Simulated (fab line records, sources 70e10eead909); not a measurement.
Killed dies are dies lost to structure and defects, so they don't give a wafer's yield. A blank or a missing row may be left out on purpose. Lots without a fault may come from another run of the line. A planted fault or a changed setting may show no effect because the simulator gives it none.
Struck lot and sound lot, side by side	flow nandHarc	14 out of 1302 route steps
Sound: wafers L163.1, L163.4, L163.5. Struck: wafers L166.4, L166.5, L166.6. The cause is named last.
At each step with rows: each side's tool, then ch and its chambers, then its first start. Under that, the readings that differ: sound wafers	struck wafers	difference of the means	sigmas: that difference in standard deviations of wafers without a fault.
alike: readings whose means differ by less than 2 such deviations, and words and numbers that are the same on both sides. not compared: withheld readings, readings that some wafer has no value for, bounds like >300 that may hide the same value, and numbers for which the record gives no deviation and whose values overlap.
A row with sigmas, a row that says differs or no value, or rows on one side alone: a step with any of these is where the two part. Numbers that have no deviation but don't overlap get no sigmas and don't part them. Lack of a reading on every wafer of one side parts them only where that side has two or more wafers.

first, 4 steps without rows for these wafers: NHARC_HYBRID_BOND_PRECLEAN_01 (cleans in DIW, time 300 s); NHARC_HYBRID_BOND_SRD_02 (time 30 s, dry time 20 s); NHARC_HYBRID_BOND_BOND_03; NHARC_HYBRID_BOND_ANNEAL_04 (time 7200 s).
NHARC_HYBRID_BOND_OVL_MEAS_05:
  sound on overlay-01 at day 28 21:51; struck on overlay-01 at day 30 19:17
  alike: overlayXNm, overlayYNm
NHARC_HYBRID_BOND_INSPECT_06: inspects for defects (ir void).
  sound on defectInspect-02 at day 28 21:54; struck on defectInspect-01 at day 30 19:21
  alike: rawDefectCount
NHARC_THIN_TSV_GRIND_00:
  sound on grinder-01 ch 0, day 28 22:04; struck on grinder-01 ch 0, day 30 20:06
  alike: motorCurrentA
NHARC_THIN_TSV_CMP_01: polishes.
  sound on cmp-01 ch 0,2,3, day 28 23:18; struck on cmp-02 ch 2,3, day 30 20:45
  alike: edgeZonePressureFrac, motorCurrentA, retainingRingPressureFrac
  not compared: padLifeWafers
NHARC_THIN_TSV_THK_MEAS_02: measures by ir.
  sound on filmMetro-02 at day 28 23:34; struck on filmMetro-02 at day 30 20:59
  alike: thkNm
then, 3 steps without rows for these wafers: NHARC_THIN_TSV_SRD_03; NHARC_THIN_TSV_PRECLEAN_41 (cleans in SC1); NHARC_THIN_TSV_SRD_42.
NHARC_THIN_TSV_DEP_43: deposits SiO2, target thk 1328.5 nm.
  sound on pecvd-02 ch 0,1, day 28 23:53; struck on pecvd-04 ch 0,1,2, day 30 21:20
  no value came back on the struck wafers for chamberPressureTorr (Torr), rfFwdPowerW (W), throttleValvePct (%); on the sound wafers chamberPressureTorr (Torr) reads 6.468 6.477 6.499
then, 1 step without rows for these wafers: NHARC_THIN_TSV_DEHYDRATE_04 (time 120 s).

== WHERE THEY PART ==
Within this record, at NHARC_THIN_TSV_DEP_43 only.

WHY: what the simulator had put in
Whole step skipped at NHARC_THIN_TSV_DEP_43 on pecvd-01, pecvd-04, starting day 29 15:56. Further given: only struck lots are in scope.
